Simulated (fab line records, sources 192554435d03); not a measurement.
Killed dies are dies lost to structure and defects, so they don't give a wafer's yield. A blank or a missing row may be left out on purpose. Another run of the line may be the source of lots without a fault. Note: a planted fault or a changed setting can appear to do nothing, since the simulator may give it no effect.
fab line records	flow n5-finfet
record lots=7	wafers=21
route steps=1938 shown BEOL_M5@1130 BEOL_M6@1204 BEOL_M7@1266 BEOL_M8@1332
start-h: the number of hours between the record's first day and the start of the first shown wafer of the lot	wait-h: hours from the lot's prior step to this one	" the same as in the row above	L1.1+2: a single row standing in for several wafers	- no value, or no start given	* or withheld: withheld	< > ~ a bound
route shown NAME@n: a module of which the file shows steps, and the number in the route of the first	usual: average and standard deviation across the fault-free wafers	same: alike in all rows	chamber/n: place in a boat	sites: readings site by site	_std_site: standard deviation of those values	_edge_site: outer sites' mean less inner sites'	radius-mm: how far each site lies from the wafer's centre	mask NAME#n: copy n	behind: tool/chamber where the wafer was last shaped	hold: cause of the lot's hold/its duration in hours/its outcome	device: which transistor (n, p or np) failed to switch	end of line: the same wafers' tests at the end of the route	a step with no rows: only its recipe	killed: not the wafer's yield, but the dies lost to structure and defects at the first sort	map: a wafer's dies, x killed, . not, _ none there
set.NAME: the setting as run; set.NAME@STEP: as run at that earlier step	model.NAME: the simulator's own value behind a step, which no gauge read
lots whose settings were changed on purpose; a table a step, a row a wafer
## steps
# step N5_BEOL_M5_ETCH_72
# recipe chemistry=N2/H2	target=underlayer	target-depth-a=65	mask-material=CAR-EUV	time-s=5.2	ion-energy-ev=200	pressure-mtorr=30	source-w=840	bias-w=150	n2-flow-sccm=200	h2-flow-sccm=200	ends=cleared
# usual rf-vpp-V=523.9/2.2
lot.wafer	tool	chamber	start-h	wait-h	set.bias-w	rf-vpp-V
L078.2	rie-diel-04	0	191.99	0.0	129.7	474.0
L078.5	"	3	"	"	150	522.9
L078.6	"	0	"	"	129.7	475.9
L081.1	rie-diel-04	1	211.56	0.0	150	522.3
L081.3	"	3	"	"	150	525.3
L081.4	"	2	"	"	164.3	557.8
L080.2	rie-diel-05	0	211.90	0.0	160.8	546.7
L080.4	"	3	"	"	160.8	551.4
L080.5	"	2	"	"	150	523.6
L082.1	rie-diel-05	2	215.40	0.0	150	524.5
L082.3	"	1	"	"	150	523.9
L082.4	"	3	"	"	150	526.9
L084.1	rie-diel-04	2	238.04	0.0	150	525.5
L084.2	"	3	"	"	150	524.0
L084.5	"	1	"	"	150	522.7
L093.3	rie-diel-02	3	290.90	0.0	127.2	471.0
L093.4	"	2	"	"	127.2	470.8
L093.5	"	3	"	"	127.2	469.5
L094.2	rie-diel-05	2	293.63	0.0	150	524.9
L094.3	"	3	"	"	150	522.3
L094.4	"	0	"	"	150	522.5
# step N5_BEOL_M6_EXPOSE_08
# recipe mask-id=M6	na=1.35	source-shape=dipole	sigma-inner=0.817	sigma-outer=0.97	polarization=te	dose-mj=68.25
lot.wafer	tool	chamber	start-h	wait-h	mask	set.dose-mj
L078.2+5	arfi-scanner-02	0	204.10	-	M6#0	72.46
L078.6	"	0	"	"	M6#0	68.25
L081.1+4	arfi-scanner-01	0	224.12	-	M6#0	72.68
L081.3	"	0	"	"	M6#0	68.25
L080.2+5	arfi-scanner-02	0	225.47	-	M6#0	68.25
L080.4	"	0	"	"	M6#0	70.57
L082.1+3+4	arfi-scanner-03	0	230.55	-	M6#0	68.25
L084.1	arfi-scanner-01	0	250.60	-	M6#0	68.25
L084.2+5	"	0	"	"	M6#0	65.83
L093.3+4	arfi-scanner-01	0	300.27	-	M6#0	65.84
L093.5	"	0	"	"	M6#0	68.25
L094.2+3+4	arfi-scanner-03	0	312.16	-	M6#0	68.25
# step N5_BEOL_M6_PEB_09
# recipe peb-temp-c=withheld	peb-time-s=60	resist=CAR-ArF
# step N5_BEOL_M6_DEVELOP_10
# recipe develop-time-s=30	developer=TMAH	resist=CAR-ArF	rinse-liquid=diw	dry=air-spin	dev-temp-c=23
# step N5_BEOL_M6_CD_MEAS_11
# recipe target-cd-nm=38.5	landing-energy-ev=500	detector=se-inlens	polarity=opening
# usual cd-nm=38.6/0.49
lot.wafer	tool	chamber	start-h	wait-h	set.dose-mj@BEOL_M6_EXPOSE_08	cd-nm
L078.2	cd-sem-01	0	204.22	-	72.46	41.2
L078.5	"	0	"	"	72.46	41.5
L078.6	"	0	"	"	68.25	38.5
L081.1	cd-sem-01	0	224.25	-	72.68	41.5
L081.3	"	0	"	"	68.25	38.6
L081.4	"	0	"	"	72.68	41.5
L080.2	cd-sem-03	0	225.59	-	68.25	39.4
L080.4	"	0	"	"	70.57	40.6
L080.5	"	0	"	"	68.25	40.0
L082.1	cd-sem-01	0	230.67	-	68.25	38.3
L082.3	"	0	"	"	68.25	38.4
L082.4	"	0	"	"	68.25	37.7
L084.1	cd-sem-01	0	250.73	-	68.25	39.1
L084.2	"	0	"	"	65.83	37.0
L084.5	"	0	"	"	65.83	37.0
L093.3	cd-sem-02	0	300.39	-	65.84	36.7
L093.4	"	0	"	"	65.84	36.5
L093.5	"	0	"	"	68.25	38.6
L094.2	cd-sem-02	0	312.28	-	68.25	39.2
L094.3	"	0	"	"	68.25	38.4
L094.4	"	0	"	"	68.25	38.9
# step N5_BEOL_M6_DESCUM_16
# recipe chemistry=O2	time-s=7.9	source-power-w=50	bias-power-w=20	pressure-mtorr=20	rf-frequency-hz=2.712e+07	temp-c=40	resist=CAR-ArF	o2-flow-sccm=225
# step N5_BEOL_M6_ETCH_61
# recipe chemistry=CF4	target=SiARC	target-depth-a=455	mask-material=CAR-ArF	time-s=75.8	ion-energy-ev=80	pressure-mtorr=40	source-w=545	bias-w=36	Ar_flow_sccm=100	cf4-flow-sccm=100	ends=cleared
lot.wafer	tool	chamber	start-h	wait-h	set.dose-mj@BEOL_M6_EXPOSE_08	model.BEOL_M6.cd-offset-nm
L078.2+5	rie-diel-06	0	204.34	0.0	72.46	2.6
L078.6	"	1	"	"	68.25	-0.2
L081.1	rie-diel-06	3	224.37	0.0	72.68	3.2
L081.3	"	1	"	"	68.25	0.2
L081.4	"	0	"	"	72.68	2.8
L080.2+5	rie-diel-06	1,0	225.71	0.0	68.25	1.2
L080.4	"	0	"	"	70.57	2
L082.1	rie-diel-03	0	230.80	0.0	68.25	0.2
L082.3	"	3	"	"	68.25	-0.2
L082.4	"	1	"	"	68.25	-0.8
L084.1	rie-diel-01	3	250.85	0.0	68.25	1
L084.2	"	1	"	"	65.83	-1.6
L084.5	"	3	"	"	65.83	-1.4
L093.3+4	rie-diel-01	2,3	300.75	0.0	65.84	-1.6
L093.5	"	3	"	"	68.25	0.4
L094.2	rie-diel-06	2	312.43	0.0	68.25	1.2
L094.3	"	3	"	"	68.25	0
L094.4	"	1	"	"	68.25	0.6
# step N5_BEOL_M6_ETCH_62
# recipe chemistry=N2/H2	target=SOC	target-depth-a=1100	overetch-a=220	mask-material=SiARC	temp-c=40	time-s=165	ion-energy-ev=200	pressure-mtorr=30	source-w=840	bias-w=150	n2-flow-sccm=200	h2-flow-sccm=200
lot.wafer	tool	chamber	start-h	wait-h	set.time-s	set.dose-mj@BEOL_M6_EXPOSE_08	model.BEOL_M6.cd-offset-nm	model.SiARC_of_BEOL_M6_COAT_60.thk-nm
L078.2	rie-diel-06	0	204.40	0.0	165	72.46	2.8	28.4
L078.5	"	0	"	"	165	72.46	2.8	28.6
L078.6	"	1	"	"	165	68.25	-0.2	28.2
L081.1	rie-diel-06	3	224.43	0.0	133.4	72.68	2.4	29.8
L081.3	"	1	"	"	133.4	68.25	-0.4	29.8
L081.4	"	0	"	"	165	72.68	3.2	28.6
L080.2	rie-diel-06	1	225.77	0.0	165	68.25	1	28.2
L080.4	"	0	"	"	165	70.57	2.4	28.4
L080.5	"	0	"	"	165	68.25	1.4	28.6
L082.1	rie-diel-03	0	230.85	0.0	165	68.25	0.2	28.6
L082.3	"	3	"	"	165	68.25	0	28
L082.4	"	1	"	"	175.3	68.25	-0.8	28.2
L084.1	rie-diel-01	3	250.91	0.0	165	68.25	0.6	28.6
L084.2	"	1	"	"	165	65.83	-1.4	28.6
L084.5	"	3	"	"	197.8	65.83	-1	27.2
L093.3	rie-diel-01	2	300.80	0.0	165	65.84	-1.2	28.4
L093.4	"	3	"	"	165	65.84	-1.8	28.4
L093.5	"	3	"	"	165	68.25	0.2	28.4
L094.2	rie-diel-06	2	312.48	0.0	165	68.25	1	28.6
L094.3	"	3	"	"	165	68.25	-0.2	28.4
L094.4	"	1	"	"	165	68.25	0.4	28.2
# step N5_BEOL_M6_STRIP_68
# recipe chemistry=N2/H2	temp-c=40	n2-flow-sccm=200	h2-flow-sccm=200	rf-frequency-hz=6e+07
# step N5_BEOL_M6_STRIP_67
# recipe chemistry=CF4	resist=SiARC	power-w=300	bias-power-w=75	pressure-mtorr=50	cf4-flow-sccm=150	rf-frequency-hz=6e+07
# step N5_BEOL_M6_HM_OPEN_17
# recipe chemistry=Cl2/BCl3	target-depth-a=200	overetch-a=60	target=TiN	mask-material=SOC	ion-energy-ev=150	pressure-mtorr=10	icp-w=1000	bias-w=126	Cl2_flow_sccm=53.25	bcl3-flow-sccm=21.75	Ar_flow_sccm=25
lot.wafer	tool	chamber	start-h	wait-h	set.time-s@BEOL_M6_ETCH_62	model.etch.depth-nm
L078.2+5	rie-metal-01	1	204.59	0.0	165	19.65
L078.6	"	0	"	"	165	19.77
L081.1	rie-metal-02	1	224.61	0.0	133.4	19.87
L081.3	"	1	"	"	133.4	20.14
L081.4	"	0	"	"	165	20.19
L080.2	rie-metal-01	1	225.98	0.1	165	19.74
L080.4	"	1	"	"	165	19.94
L080.5	"	1	"	"	165	19.93
L082.1	rie-metal-02	0	231.04	0.0	165	19.46
L082.3	"	0	"	"	165	19.94
L082.4	"	1	"	"	175.3	19.05
L084.1	rie-metal-01	0	251.10	0.0	165	19.92
L084.2	"	1	"	"	165	20.23
L084.5	"	1	"	"	197.8	16.7
L093.3+5	rie-metal-01	0	301.02	0.1	165	20.15
L093.4	"	1	"	"	165	20.14
L094.2+4	rie-metal-03	0	312.67	0.0	165	20.14
L094.3	"	1	"	"	165	19.98
# step N5_BEOL_M6_STRIP_19
# recipe chemistry=O2	power-w=400	temp-c=40	pressure-mtorr=30	rf-frequency-hz=6e+07	bias-power-w=0	overash-fraction=0.2	o2-flow-sccm=225
# step N5_BEOL_M6_CD_MEAS_18
# recipe pitch-nm=80	target-cd-nm=40
# usual cd-nm=40.2/0.6
lot.wafer	tool	chamber	start-h	wait-h	set.dose-mj@BEOL_M6_EXPOSE_08	cd-nm
L078.2	cd-sem-01	-	204.95	0.1	72.46	42.9
L078.5	"	-	"	"	72.46	42.9
L078.6	"	-	"	"	68.25	39.6
L081.1	cd-sem-01	-	224.79	0.0	72.68	42.0
L081.3	"	-	"	"	68.25	39.5
L081.4	"	-	"	"	72.68	43.3
L080.2	cd-sem-03	-	226.27	0.1	68.25	41.0
L080.4	"	-	"	"	70.57	42.1
L080.5	"	-	"	"	68.25	41.6
L082.1	cd-sem-03	-	231.22	0.0	68.25	40.2
L082.3	"	-	"	"	68.25	40.0
L082.4	"	-	"	"	68.25	39.0
L084.1	cd-sem-03	-	251.28	0.0	68.25	40.5
L084.2	"	-	"	"	65.83	38.7
L084.5	"	-	"	"	65.83	39.0
L093.3	cd-sem-02	-	301.18	0.1	65.84	38.8
L093.4	"	-	"	"	65.84	37.7
L093.5	"	-	"	"	68.25	40.1
L094.2	cd-sem-02	-	312.98	0.1	68.25	41.0
L094.3	"	-	"	"	68.25	40.3
L094.4	"	-	"	"	68.25	40.3
# step N5_BEOL_M6_COAT_63
# recipe resist=SOC	temp-c=250	time-s=60	spin-rpm=1500	resist-thk-nm=60
# step N5_BEOL_M6_COAT_64
# recipe resist=SiARC	temp-c=220	time-s=60	spin-rpm=1500	resist-thk-nm=12
# step N5_BEOL_M6_PRECLEAN_42
# recipe chemistry=residue-remover	time-s=60	temp-c=40
# step N5_BEOL_M6_SRD_43
# recipe time-s=30	temp-c=23	rinse-liquid=diw	dry=ipa-marangoni
# step N5_BEOL_M6_CD_MEAS_35
# recipe target-cd-nm=40	target-cd-y-nm=28	polarity=opening
# usual cd-nm=40.1/0.6
lot.wafer	tool	chamber	start-h	wait-h	set.dose-mj@BEOL_M6_EXPOSE_08	cd-nm
L078.2	cd-sem-03	-	206.45	0.0	72.46	42.8
L078.5	"	-	"	"	72.46	42.7
L078.6	"	-	"	"	68.25	39.8
L081.1	cd-sem-03	-	226.51	0.0	72.68	42.7
L081.3	"	-	"	"	68.25	39.7
L081.4	"	-	"	"	72.68	43.4
L080.2	cd-sem-02	-	227.44	0.0	68.25	41.2
L080.4	"	-	"	"	70.57	42.2
L080.5	"	-	"	"	68.25	41.2
L082.1	cd-sem-03	-	232.62	0.0	68.25	39.8
L082.3	"	-	"	"	68.25	39.8
L082.4	"	-	"	"	68.25	39.4
L084.1	cd-sem-03	-	253.78	0.0	68.25	40.4
L084.2	"	-	"	"	65.83	38.5
L084.5	"	-	"	"	65.83	39.0
L093.3	cd-sem-02	-	302.49	0.0	65.84	38.5
L093.4	"	-	"	"	65.84	37.8
L093.5	"	-	"	"	68.25	40.1
L094.2	cd-sem-03	-	316.45	0.0	68.25	40.8
L094.3	"	-	"	"	68.25	39.5
L094.4	"	-	"	"	68.25	40.4
# step N5_BEOL_M7_PECVD_70
# recipe material=SiO2	target-thk-a=200	temp-c=400	precursor=TEOS/O2	pressure-torr=5.5	rf-w=450	teos-flow-sccm=53.8	gas=O2	flow-sccm=3000	time-s=22.7
lot.wafer	tool	chamber	start-h	wait-h	set.temp-c	model.SiO2_of_BEOL_M7_PECVD_70.thk-nm
L078.2+6	pecvd-04	1	210.07	0.0	400	20.2
L078.5	"	0	"	"	400	20
L081.1	pecvd-01	1	230.03	0.0	400	20
L081.3	"	0	"	"	382.3	22.2
L081.4	"	0	"	"	400	20.4
L080.2	pecvd-01	0	232.15	0.0	400	19.8
L080.4+5	"	0,1	"	"	412.9	18.4
L082.1+3	pecvd-01	1,2	236.28	0.0	400	19.8
L082.4	"	2	"	"	400	20
L084.1	pecvd-01	1	259.06	0.0	400	20.2
L084.2	"	2	"	"	400	19.8
L084.5	"	1	"	"	400	20.4
L093.3	pecvd-01	1	306.88	0.0	394.3	20.8
L093.4	"	1	"	"	400	20.4
L093.5	"	2	"	"	394.3	21
L094.2	pecvd-01	2	320.62	0.0	400	19.6
L094.3	"	1	"	"	400	20
L094.4	"	0	"	"	400	20.4
# step N5_BEOL_M7_HM_DEP_02
# recipe material=TiN	target-thk-a=200	temp-c=25	chamber-pressure-pa=0.49996
lot.wafer	tool	chamber	start-h	wait-h	set.target-thk-a	model.TiN_of_BEOL_M7_HM_DEP_02.thk-nm
L078.2	pvd-sputter-02	-	211.28	1.2	173.8	17.4
L078.5	"	-	"	"	200	20
L078.6	"	-	"	"	173.8	17.2
L081.1	pvd-sputter-03	-	230.93	0.9	200	20
L081.3	"	-	"	"	190	18.8
L081.4	"	-	"	"	190	19
L080.2	pvd-sputter-02	-	233.86	1.7	200	19.8
L080.4+5	"	-	"	"	200	20
L082.1+3	pvd-sputter-03	-	237.47	1.2	200	20.4
L082.4	"	-	"	"	200	20
L084.1+2	pvd-sputter-01	-	261.07	2.0	200	20
L084.5	"	-	"	"	200	20.2
L093.3+4	pvd-sputter-03	-	307.63	0.7	200	20.2
L093.5	"	-	"	"	200	20.4
L094.2	pvd-sputter-02	-	321.88	1.2	200	20.2
L094.3	"	-	"	"	200	19.8
L094.4	"	-	"	"	200	20
# step N5_BEOL_M7_COAT_59
# recipe resist=SOC	temp-c=250	time-s=60	spin-rpm=1500	resist-thk-nm=100
# step N5_BEOL_M7_COAT_60
# recipe resist=SiARC	temp-c=220	time-s=60	spin-rpm=1500	resist-thk-nm=35
# step N5_BEOL_M7_STRIP_68
# recipe chemistry=N2/H2	temp-c=40	n2-flow-sccm=200	h2-flow-sccm=200	rf-frequency-hz=6e+07
# step N5_BEOL_M7_STRIP_67
# recipe chemistry=CF4	resist=SiARC	power-w=300	bias-power-w=75	pressure-mtorr=50	cf4-flow-sccm=150	rf-frequency-hz=6e+07
# step N5_BEOL_M7_HM_OPEN_17
# recipe chemistry=Cl2/BCl3	target-depth-a=200	overetch-a=60	target=TiN	mask-material=SOC	ion-energy-ev=150	pressure-mtorr=10	icp-w=1000	bias-w=126	Cl2_flow_sccm=53.25	bcl3-flow-sccm=21.75	Ar_flow_sccm=25
lot.wafer	tool	chamber	start-h	wait-h	set.target-thk-a@BEOL_M7_HM_DEP_02	model.etch.depth-nm
L078.2	rie-metal-02	1	212.15	0.0	173.8	17.49
L078.5	"	1	"	"	200	20
L078.6	"	0	"	"	173.8	17.29
L081.1	rie-metal-01	1	231.87	0.0	200	20.03
L081.3	"	1	"	"	190	18.75
L081.4	"	1	"	"	190	19.03
L080.2	rie-metal-03	0	234.65	0.0	200	19.71
L080.4	"	1	"	"	200	19.98
L080.5	"	1	"	"	200	19.97
L082.1	rie-metal-03	1	238.46	0.0	200	20.3
L082.3	"	1	"	"	200	20.32
L082.4	"	0	"	"	200	19.93
L084.1	rie-metal-03	1	262.07	0.0	200	20.09
L084.2	"	0	"	"	200	19.94
L084.5	"	1	"	"	200	20.14
L093.3	rie-metal-01	0	308.53	0.1	200	20.29
L093.4	"	1	"	"	200	20.27
L093.5	"	1	"	"	200	20.3
L094.2	rie-metal-02	1	322.81	0.0	200	20.11
L094.3	"	1	"	"	200	19.8
L094.4	"	0	"	"	200	19.99
# step N5_BEOL_M8_ILD_DEP_00
# recipe material=SiCOH_lowk	target-thk-a=1797.5	temp-c=300	precursor=DEMS/porogen	pressure-torr=5	rf-w=500	time-s=33.4
lot.wafer	tool	chamber	start-h	wait-h	set.time-s	model.SiCOH_lowk_of_BEOL_M8_ILD_DEP_00.thk-nm
L078.2	pecvd-04	0	217.11	0.0	33.4	176.6
L078.5	"	1	"	"	32.13	174.8
L078.6	"	0	"	"	32.13	171.4
L081.1	pecvd-02	2	238.05	0.0	35.74	189
L081.3	"	2	"	"	35.74	191
L081.4	"	1	"	"	33.4	179.4
L080.2	pecvd-03	1	241.88	0.0	33.4	179.8
L080.4	"	1	"	"	33.4	180.8
L080.5	"	2	"	"	33.4	182.6
L082.1	pecvd-03	1	244.33	0.0	36.21	196.4
L082.3	"	0	"	"	33.4	181
L082.4	"	2	"	"	36.21	199.4
L084.1	pecvd-03	2	266.79	0.0	33.4	181
L084.2	"	0	"	"	33.4	178.2
L084.5	"	1	"	"	33.4	180.8
L093.3	pecvd-03	0	315.07	0.1	33.4	182.2
L093.4	"	1	"	"	33.4	180.2
L093.5	"	0	"	"	33.4	179.2
L094.2	pecvd-03	0	328.28	0.0	33.4	177.6
L094.3	"	2	"	"	33.4	181
L094.4	"	2	"	"	33.4	184.4
# step N5_BEOL_M8_CURE_74
# recipe temp-c=385	time-s=240	ambient=He/Ar	material=SiCOH_lowk
lot.wafer	tool	chamber	start-h	wait-h	set.time-s@BEOL_M8_ILD_DEP_00	model.SiCOH_lowk_of_BEOL_M8_ILD_DEP_00.thk-nm
L078.2	uv-cure-02	0	217.46	0.3	33.4	152.4
L078.5	"	0	"	"	32.13	150.8
L078.6	"	0	"	"	32.13	147.8
L081.1	uv-cure-03	0	238.14	0.1	35.74	163.2
L081.3	"	0	"	"	35.74	164.8
L081.4	"	0	"	"	33.4	154.8
L080.2	uv-cure-03	0	242.20	0.3	33.4	155.2
L080.4	"	0	"	"	33.4	156
L080.5	"	0	"	"	33.4	157.4
L082.1	uv-cure-01	2	244.39	0.0	36.21	169.4
L082.3	"	2	"	"	33.4	156.2
L082.4	"	2	"	"	36.21	172
L084.1+5	uv-cure-01	0	266.85	0.0	33.4	156
L084.2	"	0	"	"	33.4	153.6
L093.3	uv-cure-03	1	315.29	0.2	33.4	157.2
L093.4	"	1	"	"	33.4	155.4
L093.5	"	1	"	"	33.4	154.6
L094.2	uv-cure-02	2	328.43	0.1	33.4	153.2
L094.3	"	2	"	"	33.4	156
L094.4	"	2	"	"	33.4	159
# step N5_BEOL_M8_THK_MEAS_01
# recipe reads=SiCOH_lowk_of_BEOL_M8_ILD_DEP_00
# usual M8_ILD_THK=155.5/1.9
lot.wafer	tool	chamber	start-h	wait-h	set.time-s@BEOL_M8_ILD_DEP_00	M8_ILD_THK[nm]
L078.2	film-metro-02	-	217.89	0.4	33.4	152.4
L078.5	"	-	"	"	32.13	150.6
L078.6	"	-	"	"	32.13	147.8
L081.1	film-metro-02	-	238.65	0.4	35.74	163.1
L081.3	"	-	"	"	35.74	164.9
L081.4	"	-	"	"	33.4	154.7
L080.2	film-metro-01	-	242.63	0.4	33.4	155.1
L080.4	"	-	"	"	33.4	156.1
L080.5	"	-	"	"	33.4	157.4
L082.1	film-metro-02	-	244.92	0.4	36.21	169.6
L082.3	"	-	"	"	33.4	156.0
L082.4	"	-	"	"	36.21	172.0
L084.1	film-metro-01	-	267.36	0.4	33.4	156.0
L084.2	"	-	"	"	33.4	153.5
L084.5	"	-	"	"	33.4	156.0
L093.3	film-metro-01	-	315.64	0.3	33.4	157.2
L093.4	"	-	"	"	33.4	155.2
L093.5	"	-	"	"	33.4	154.7
L094.2	film-metro-02	-	328.86	0.4	33.4	153.1
L094.3	"	-	"	"	33.4	155.9
L094.4	"	-	"	"	33.4	159.0
# step N5_BEOL_M8_COAT_59
# recipe resist=SOC	temp-c=250	time-s=60	spin-rpm=1500	resist-thk-nm=100
lot.wafer	tool	chamber	start-h	wait-h	set.spin-rpm	model.SOC_of_BEOL_M8_COAT_59.thk-nm
L078.2+5	litho-track-05	0	219.38	0.1	1596	97
L078.6	"	0	"	"	1500	100
L081.1	litho-track-05	0	240.90	0.1	1500	99.4
L081.3	"	0	"	"	1554	97.8
L081.4	"	0	"	"	1554	97.6
L080.2	litho-track-02	0	243.25	0.1	1500	100.2
L080.4+5	"	0	"	"	1500	99.8
L082.1	litho-track-05	0	246.15	0.1	1404	102.8
L082.3+4	"	0	"	"	1500	99.6
L084.1	litho-track-05	0	268.84	0.1	1602	96.4
L084.2	"	0	"	"	1602	96.2
L084.5	"	0	"	"	1500	99.8
L093.3+4+5	litho-track-05	0	316.24	0.1	1500	100.2
L094.2+3	litho-track-05	0	330.25	0.1	1500	99.8
L094.4	"	0	"	"	1500	100
## key
split step=N5_BEOL_M5_ETCH_72	setting=bias-w	stated=150	by=wafer
response step=N5_BEOL_M5_ETCH_72	reading=rf-vpp-V	change=+3.54	per=1%	r=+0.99
split step=N5_BEOL_M6_EXPOSE_08	setting=dose-mj	stated=68.25	by=wafer
response step=N5_BEOL_M6_CD_MEAS_11	reading=cd-nm	change=+0.463	per=1%	r=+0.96
response step=N5_BEOL_M6_ETCH_61	reading=model.BEOL_M6.cd-offset-nm	change=+0.463	per=1%	r=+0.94
response step=N5_BEOL_M6_ETCH_62	reading=model.BEOL_M6.cd-offset-nm	change=+0.477	per=1%	r=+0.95
response step=N5_BEOL_M6_CD_MEAS_18	reading=cd-nm	change=+0.481	per=1%	r=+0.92
response step=N5_BEOL_M6_CD_MEAS_35	reading=cd-nm	change=+0.485	per=1%	r=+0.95
split step=N5_BEOL_M6_ETCH_62	setting=time-s	stated=165	by=wafer
response step=N5_BEOL_M6_ETCH_62	reading=model.SiARC_of_BEOL_M6_COAT_60.thk-nm	change=-0.0642	per=1%	r=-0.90
response step=N5_BEOL_M6_HM_OPEN_17	reading=model.etch.depth-nm	shape=bent	at-lowest=20	at-stated=19.95	at-highest=16.7
split step=N5_BEOL_M7_PECVD_70	setting=temp-c	stated=400	by=wafer
response step=N5_BEOL_M7_PECVD_70	reading=model.SiO2_of_BEOL_M7_PECVD_70.thk-nm	change=-0.44	per=1%	r=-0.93
split step=N5_BEOL_M7_HM_DEP_02	setting=target-thk-a	stated=200	by=wafer
response step=N5_BEOL_M7_HM_DEP_02	reading=model.TiN_of_BEOL_M7_HM_DEP_02.thk-nm	change=+0.208	per=1%	r=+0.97
response step=N5_BEOL_M7_HM_OPEN_17	reading=model.etch.depth-nm	change=+0.203	per=1%	r=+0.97
split step=N5_BEOL_M8_ILD_DEP_00	setting=time-s	stated=33.4	by=wafer
response step=N5_BEOL_M8_ILD_DEP_00	reading=model.SiCOH_lowk_of_BEOL_M8_ILD_DEP_00.thk-nm	change=+1.71	per=1%	r=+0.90
response step=N5_BEOL_M8_CURE_74	reading=model.SiCOH_lowk_of_BEOL_M8_ILD_DEP_00.thk-nm	change=+1.48	per=1%	r=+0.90
response step=N5_BEOL_M8_THK_MEAS_01	reading=M8_ILD_THK	change=+1.5	per=1%	r=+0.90
split step=N5_BEOL_M8_COAT_59	setting=spin-rpm	stated=1500	by=wafer
response step=N5_BEOL_M8_COAT_59	reading=model.SOC_of_BEOL_M8_COAT_59.thk-nm	change=-0.493	per=1%	r=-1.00
